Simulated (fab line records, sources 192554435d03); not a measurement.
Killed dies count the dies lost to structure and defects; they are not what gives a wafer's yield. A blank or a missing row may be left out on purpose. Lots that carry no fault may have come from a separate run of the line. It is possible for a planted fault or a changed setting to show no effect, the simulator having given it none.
Which tool was responsible? -- flow n5-finfet -- 60 wafers from 20 lots sampled at 6 of the route's 1938 steps

== WHAT THE GAUGES READ, wafer by wafer ==
N5_ILD0_THK_MEAS_04. Usual: thk-nm at 197.2 nm, with a standard deviation of 1.2.
lot,measured,on,thk-nm (nm),flag
L074,day 3 13:28,film-metro-02,199.0 199.5 198.6,
L075,day 3 19:53,film-metro-01,198.3 197.1 197.6,
L077,day 4 06:47,film-metro-01,196.9 197.2 197.8,
L078,day 4 13:54,film-metro-01,197.9 196.8 197.0,
L079,day 4 18:44,film-metro-01,197.6 197.5 196.7,
L080,day 5 01:05,film-metro-01,198.3 199.0 198.1,
L081,day 5 08:41,film-metro-01,197.9 197.9 196.4,
L082,day 5 15:48,film-metro-01,195.2 196.1 198.4,
L083,day 5 23:31,film-metro-01,197.4 199.0 200.1,
L084,day 6 05:56,film-metro-02,197.5 197.4 195.8,
L085,day 6 12:41,film-metro-02,195.5 195.6 196.1,
L086,day 6 18:41,film-metro-02,197.1 194.0 195.5,
L087,day 7 01:05,film-metro-02,198.9 195.6 196.5,
L088,day 7 05:11,film-metro-01,197.2 197.6 197.5,
L090,day 7 13:20,film-metro-02,197.9 197.3 196.4,
L091,day 8 00:37,film-metro-01,197.4 198.9 198.1,
L093,day 8 12:32,film-metro-01,196.6 195.8 195.5,
L094,day 8 14:02,film-metro-02,196.9 196.4 195.6,
L095,day 8 21:31,film-metro-02,196.3 199.3 196.7,
L097,day 9 13:41,film-metro-02,198.1 198.5 197.6,

N5_SDB_THK_MEAS_31. Usual: for SDB_THK the level is 64.2 nm and the standard deviation is 1.
lot,measured,on,SDB_THK (nm),flag
L074,day 3 21:30,film-metro-01,63.8 66.4 65.2,
L075,day 4 04:02,film-metro-01,64.1 64.8 64.2,
L077,day 4 15:34,film-metro-02,64.3 63.6 64.3,
L078,day 4 22:33,film-metro-02,62.6 64.2 63.3,
L079,day 5 04:07,film-metro-01,64.1 64.8 62.9,
L080,day 5 09:30,film-metro-01,65.2 63.6 63.5,
L081,day 5 17:29,film-metro-02,66.0 64.4 63.3,
L082,day 6 01:17,film-metro-01,63.0 64.7 64.2,
L083,day 6 07:40,film-metro-02,64.1 63.1 63.6,
L084,day 6 14:11,film-metro-01,64.0 64.8 65.0,
L085,day 6 20:52,film-metro-02,65.0 64.2 63.5,
L086,day 7 03:25,film-metro-02,64.9 64.8 63.1,
L087,day 7 10:27,film-metro-01,64.6 63.2 64.1,
L088,day 7 13:10,film-metro-01,64.1 63.3 63.8,
L090,day 7 22:24,film-metro-01,62.6 63.1 61.0,
L091,day 8 08:55,film-metro-02,63.7 62.9 65.0,
L093,day 8 20:49,film-metro-02,65.0 64.4 64.0,
L094,day 8 22:44,film-metro-01,63.4 63.0 61.7,
L095,day 9 05:26,film-metro-01,63.5 62.0 63.1,
L097,day 9 21:39,film-metro-02,62.3 64.8 63.7,

== EACH LOT AND THE TOOL THAT RAN IT (in order: tool; ch and the chambers of the sampled wafers; start) ==
lot,N5_SDB_ETCH_17,N5_SDB_HM_OPEN_20,N5_SDB_ETCH_25,N5_SDB_CUT_ETCH_26
L074,"rie-diel-01 ch 0,2,3, day 3 17:40","rie-diel-01 ch 0,2,3, day 3 17:52","rie-diel-04 ch 1,2,3, day 3 18:13","rie-si-05 ch 2,3, day 3 18:17"
L075,"rie-diel-06 ch 2,3, day 4 00:12","rie-diel-06 ch 2,3, day 4 00:23","rie-diel-06 ch 1,2,3, day 4 00:44","rie-si-05 ch 0,2,3, day 4 00:49"
L077,"rie-diel-01 ch 0,2,3, day 4 11:47","rie-diel-01 ch 0,2,3, day 4 11:58","rie-diel-06 ch 0,1,3, day 4 12:16","rie-si-05 ch 2,3, day 4 12:21"
L078,"rie-diel-06 ch 0,2,3, day 4 18:34","rie-diel-06 ch 0,2,3, day 4 18:45","rie-diel-06 ch 1,3, day 4 19:03","rie-si-05 ch 0,2, day 4 19:08"
L079,"rie-diel-04 ch 0,1,3, day 4 23:17","rie-diel-04 ch 0,1,3, day 4 23:29","rie-diel-04 ch 0,2,3, day 5 00:00","rie-si-02 ch 0,1,2, day 5 00:05"
L080,"rie-diel-01 ch 1,2, day 5 05:24","rie-diel-01 ch 1,2, day 5 05:36","rie-diel-01 ch 1,2,3, day 5 06:12","rie-si-02 ch 0,1,2, day 5 06:17"
L081,"rie-diel-01 ch 1,2,3, day 5 13:41","rie-diel-01 ch 1,2,3, day 5 13:53","rie-diel-04 ch 2,3, day 5 14:11","rie-si-02 ch 0,2,3, day 5 14:16"
L082,"rie-diel-01 ch 2,3, day 5 20:55","rie-diel-01 ch 2,3, day 5 21:13","rie-diel-01 ch 2,3, day 5 21:59","rie-si-02 ch 2,3, day 5 22:04"
L083,"rie-diel-06 ch 0,3, day 6 03:49","rie-diel-06 ch 0,3, day 6 04:01","rie-diel-06 ch 0,1,2, day 6 04:23","rie-si-02 ch 0,1,3, day 6 04:28"
L084,"rie-diel-01 ch 0,1,3, day 6 10:24","rie-diel-01 ch 0,1,3, day 6 10:35","rie-diel-06 ch 2,3, day 6 10:53","rie-si-02 ch 0,1,2, day 6 10:59"
L085,"rie-diel-01 ch 0,2, day 6 17:04","rie-diel-01 ch 0,2, day 6 17:16","rie-diel-06 ch 0,2, day 6 17:34","rie-si-01 ch 1,2,3, day 6 17:38"
L086,"rie-diel-04 ch 0,2, day 6 23:38","rie-diel-04 ch 0,2, day 6 23:49","rie-diel-06 ch 1,2,3, day 7 00:07","rie-si-05 ch 0,2,3, day 7 00:12"
L087,"rie-diel-01 ch 1,3, day 7 06:38","rie-diel-01 ch 1,3, day 7 06:49","rie-diel-04 ch 0,2, day 7 07:07","rie-si-05 ch 0,2,3, day 7 07:12"
L088,"rie-diel-01 ch 0,2,3, day 7 09:22","rie-diel-01 ch 0,2,3, day 7 09:34","rie-diel-06 ch 1,2,3, day 7 09:52","rie-si-05 ch 0,2,3, day 7 09:56"
L090,"rie-diel-06 ch 1,2,3, day 7 17:34","rie-diel-06 ch 1,2,3, day 7 17:46","rie-diel-06 ch 1,2,3, day 7 18:04","rie-si-05 ch 0,3, day 7 18:07"
L091,"rie-diel-06 ch 1,2, day 8 05:08","rie-diel-06 ch 1,2, day 8 05:19","rie-diel-06 ch 2,3, day 8 05:37","rie-si-01 ch 0,1,3, day 8 05:43"
L093,"rie-diel-04 ch 0,1,3, day 8 16:58","rie-diel-04 ch 0,1,3, day 8 17:10","rie-diel-01 ch 0,2, day 8 17:28","rie-si-02 ch 0,1,2, day 8 17:34"
L094,"rie-diel-06 ch 0,2, day 8 18:21","rie-diel-06 ch 0,2, day 8 18:32","rie-diel-06 ch 0,1, day 8 19:01","rie-si-02 ch 1,3, day 8 19:07"
L095,"rie-diel-04 ch 0,1,3, day 9 01:35","rie-diel-04 ch 0,1,3, day 9 01:46","rie-diel-04 ch 2,3, day 9 02:07","rie-si-02 ch 0,3, day 9 02:12"
L097,"rie-diel-04 ch 0,2,3, day 9 17:52","rie-diel-04 ch 0,2,3, day 9 18:03","rie-diel-04 ch 0,2,3, day 9 18:21","rie-si-05 ch 0,2,3, day 9 18:26"
- N5_SDB_ETCH_17: etches SiARC in CF4, target depth 23.4 nm, time 39 s.
- N5_SDB_HM_OPEN_20: chemistry CH3F/O2, target SiNx, stops on poly-Si, target depth 24 nm.
- N5_SDB_ETCH_25: etches SiO2 in C4F6/O2, target depth 10 nm, time 3.3 s.
- N5_SDB_CUT_ETCH_26: etches Si in HBr/Cl2/O2, target depth 129.6 nm, bt time 20 s, time 51.8 s.

== AS READ BY THE TOOLS THEMSELVES (means over the sampled wafers that have a number; for cases with no such wafer, the mark the record gives instead) ==
N5_SDB_ETCH_17. Usual: cf4-flow-sccm 100.0 sccm, standard deviation 0.3; drypump-motor-current-A 5.6 A, standard deviation 0.37; etch-rf-on-time-s 39.1 s, standard deviation 0.87; mfc-ar-sccm 99.97 sccm, standard deviation 0.26; oes-product-au 0.69 a.u., standard deviation 0.082; rf-vpp-V 184.6 V, standard deviation 1.2; showerhead-plenum-p-Torr 2.19 Torr, standard deviation 0.06; throttle-valve-pct 15.46 %, standard deviation 0.28.
lot,tool,cf4-flow-sccm (sccm),drypump-motor-current-A (A),etch-rf-on-time-s (s),mfc-ar-sccm (sccm),oes-product-au (a.u.),rf-vpp-V (V),showerhead-plenum-p-Torr (Torr),throttle-valve-pct (%),flag
L074,rie-diel-01,100.1,5.7,39.2,99.91,0.71,184.4,2.16,15.31,
L075,rie-diel-06,99.9,5.1,39.5,99.81,0.61,183.7,2.11,15.57,
L077,rie-diel-01,99.8,5.7,39.2,100.09,0.70,184.0,2.16,15.32,
L078,rie-diel-06,100.4,5.3,38.8,100.03,0.61,183.7,2.15,15.50,
L079,rie-diel-04,100.0,6.0,39.5,100.03,0.60,184.0,2.21,15.71,
L080,rie-diel-01,99.8,5.5,39.3,99.92,0.68,185.3,2.24,15.58,
L081,rie-diel-01,99.9,5.5,38.4,100.12,0.72,184.5,2.22,15.42,
L082,rie-diel-01,100.2,5.7,38.7,99.82,0.74,185.1,2.22,15.24,
L083,rie-diel-06,100.0,5.1,40.4,99.88,0.60,183.7,2.15,15.52,
L084,rie-diel-01,99.8,5.5,38.5,99.99,0.74,185.8,2.23,15.38,
L085,rie-diel-01,99.8,5.9,39.3,99.88,0.77,185.0,2.27,15.10,
L086,rie-diel-04,100.2,6.0,38.8,99.48,0.76,184.3,2.17,15.26,
L087,rie-diel-01,100.3,5.3,39.0,99.85,0.67,184.9,2.22,15.65,
L088,rie-diel-01,100.4,5.7,38.5,99.92,0.76,185.1,2.24,15.19,
L090,rie-diel-06,100.1,5.4,39.4,100.00,0.63,184.5,2.13,15.60,
L091,rie-diel-06,100.2,5.6,39.5,100.04,0.66,185.2,2.16,15.59,
L093,rie-diel-04,99.9,5.9,38.5,99.96,0.74,185.4,2.20,15.42,
L094,rie-diel-06,100.3,5.3,38.9,100.25,0.74,183.9,2.19,15.17,
L095,rie-diel-04,99.9,5.9,38.7,100.15,0.73,184.9,2.20,15.42,
L097,rie-diel-04,100.0,5.8,39.5,99.83,0.72,184.4,2.16,15.34,

N5_SDB_HM_OPEN_20. Usual: drypump-motor-current-A 5.6 A, standard deviation 0.37; mfc-ar-sccm 150.0 sccm, standard deviation 0.48; oes_o_777_au 0.81 a.u., standard deviation 0.091; oes-product-au 0.66 a.u., standard deviation 0.076; rf-vpp-V 296 V, standard deviation 6.1; showerhead-plenum-p-Torr 2.05 Torr, standard deviation 0.06; throttle-valve-pct 16.19 %, standard deviation 0.29.
lot,tool,drypump-motor-current-A (A),mfc-ar-sccm (sccm),oes_o_777_au (a.u.),oes-product-au (a.u.),rf-vpp-V (V),showerhead-plenum-p-Torr (Torr),throttle-valve-pct (%),flag
L074,rie-diel-01,5.7,150.0,0.84,0.69,291,2.02,16.05,
L075,rie-diel-06,5.1,150.6,0.73,0.59,292,1.97,16.27,
L077,rie-diel-01,5.7,149.7,0.83,0.68,291,2.02,16.05,
L078,rie-diel-06,5.2,149.6,0.72,0.59,295,2.00,16.20,
L079,rie-diel-04,6.0,149.7,0.71,0.57,305,2.07,16.44,
L080,rie-diel-01,5.5,150.6,0.78,0.65,297,2.09,16.28,
L081,rie-diel-01,5.5,149.7,0.84,0.69,293,2.08,16.13,
L082,rie-diel-01,5.7,149.9,0.88,0.72,292,2.08,15.95,
L083,rie-diel-06,5.1,150.7,0.70,0.58,302,2.00,16.16,
L084,rie-diel-01,5.5,149.9,0.87,0.71,294,2.09,16.13,
L085,rie-diel-01,5.9,150.2,0.90,0.75,296,2.13,15.88,
L086,rie-diel-04,6.0,149.9,0.88,0.73,300,2.03,15.99,
L087,rie-diel-01,5.3,149.9,0.79,0.65,294,2.06,16.34,
L088,rie-diel-01,5.7,150.0,0.88,0.72,292,2.10,15.95,
L090,rie-diel-06,5.3,150.1,0.76,0.61,295,1.99,16.33,
L091,rie-diel-06,5.6,150.0,0.79,0.64,296,2.03,16.35,
L093,rie-diel-04,5.9,149.9,0.86,0.71,304,2.06,16.17,
L094,rie-diel-06,5.3,150.0,0.86,0.71,299,2.04,15.83,
L095,rie-diel-04,6.0,149.7,0.85,0.70,304,2.06,16.18,
L097,rie-diel-04,5.9,149.5,0.83,0.68,304,2.03,16.06,

N5_SDB_ETCH_25. Usual: drypump-motor-current-A 5.6 A, standard deviation 0.39; mfc-ar-sccm 300.0 sccm, standard deviation 0.88; oes_o_777_au 0.79 a.u., standard deviation 0.087; oes-product-au 0.78 a.u., standard deviation 0.091; rf-vpp-V 666 V, standard deviation 17; showerhead-plenum-p-Torr 2.89 Torr, standard deviation 0.076; throttle-valve-pct 21.07 %, standard deviation 0.29.
lot,tool,drypump-motor-current-A (A),mfc-ar-sccm (sccm),oes_o_777_au (a.u.),oes-product-au (a.u.),rf-vpp-V (V),showerhead-plenum-p-Torr (Torr),throttle-valve-pct (%),flag
L074,rie-diel-04,5.9,299.4,0.75,0.73,680,2.92,21.30,
L075,rie-diel-06,5.4,300.4,0.77,0.76,658,2.85,21.10,
L077,rie-diel-06,5.2,299.5,0.76,0.77,673,2.84,21.02,
L078,rie-diel-06,5.2,300.5,0.76,0.77,666,2.78,21.14,
L079,rie-diel-04,5.8,299.6,0.71,0.70,684,2.89,21.11,
L080,rie-diel-01,5.5,300.5,0.85,0.84,655,2.95,20.96,
L081,rie-diel-04,5.8,300.9,0.73,0.71,682,2.87,21.20,
L082,rie-diel-01,5.4,300.0,0.90,0.89,648,2.93,20.86,
L083,rie-diel-06,5.4,299.3,0.75,0.75,666,2.90,20.99,
L084,rie-diel-06,5.4,299.6,0.72,0.69,647,2.86,21.04,
L085,rie-diel-06,5.5,300.4,0.71,0.69,654,2.91,20.93,
L086,rie-diel-06,5.4,300.3,0.75,0.74,659,2.84,21.12,
L087,rie-diel-04,6.0,299.8,0.89,0.88,675,2.88,20.82,
L088,rie-diel-06,5.4,300.4,0.75,0.74,659,2.84,21.13,
L090,rie-diel-06,5.4,300.3,0.74,0.74,657,2.84,21.13,
L091,rie-diel-06,5.2,299.9,0.70,0.69,655,2.79,21.10,
L093,rie-diel-01,5.9,300.5,0.86,0.86,662,3.02,20.76,
L094,rie-diel-06,5.5,300.6,0.86,0.86,676,2.88,20.99,
L095,rie-diel-04,5.8,299.6,0.79,0.79,681,2.86,21.10,
L097,rie-diel-04,5.8,300.0,0.85,0.84,682,2.88,20.90,

N5_SDB_CUT_ETCH_26. Usual: HBr_flow_sccm 150.0 sccm, standard deviation 0.45; drypump-motor-current-A 5.7 A, standard deviation 0.36; oes_o_777_au 1.00 a.u., standard deviation 0.053; oes-product-au 1.011 a.u., standard deviation 0.016; throttle-valve-pct 37.1 %, standard deviation 0.34.
lot,tool,HBr_flow_sccm (sccm),drypump-motor-current-A (A),oes_o_777_au (a.u.),oes-product-au (a.u.),throttle-valve-pct (%),flag
L074,rie-si-05,149.9,5.9,0.93,1.006,37.3,
L075,rie-si-05,150.1,5.9,0.98,1.013,37.1,
L077,rie-si-05,149.5,5.9,0.92,1.001,37.3,
L078,rie-si-05,149.9,5.9,1.04,1.019,36.9,
L079,rie-si-02,150.0,5.7,1.02,1.016,36.9,
L080,rie-si-02,150.1,5.7,1.03,1.020,36.9,
L081,rie-si-02,149.8,5.7,1.03,1.010,37.1,
L082,rie-si-02,150.2,5.6,1.05,1.009,37.0,
L083,rie-si-02,150.1,5.5,1.02,1.007,37.3,
L084,rie-si-02,150.0,5.7,1.03,1.021,36.9,
L085,rie-si-01,149.8,5.3,1.02,1.015,37.0,
L086,rie-si-05,150.0,5.9,0.99,1.005,37.1,
L087,rie-si-05,150.6,5.9,0.98,1.008,37.1,
L088,rie-si-05,150.1,5.9,0.98,1.008,37.1,
L090,rie-si-05,150.4,5.8,1.01,1.012,37.0,
L091,rie-si-01,149.9,5.8,1.00,0.993,37.1,
L093,rie-si-02,149.6,5.7,1.03,1.018,36.9,
L094,rie-si-02,150.4,5.4,1.03,1.018,37.1,
L095,rie-si-02,150.0,5.6,1.00,1.000,37.5,
L097,rie-si-05,149.8,5.9,0.98,1.012,37.1,

== THE ANSWER, worked out from the rows above alone ==
Rule: a lot is off if the mean of its wafers that have a number lies more than 3 standard deviations from the usual mean. A lot without any number at a reading at which 4 lots or more have one is off too. Where the step has rows for the other lots, those lots are counted as sound. The gauges are gone through in route order, then the tools' own readings, and for those a lot's mean is taken as printed above. At the first step where some lot is off, the reading lying furthest off is the one used; lots without a number count as furthest.
Nothing can be told from this: no lot is off at any reading shown.

== WHAT WAS PUT IN BY THE SIMULATOR ==
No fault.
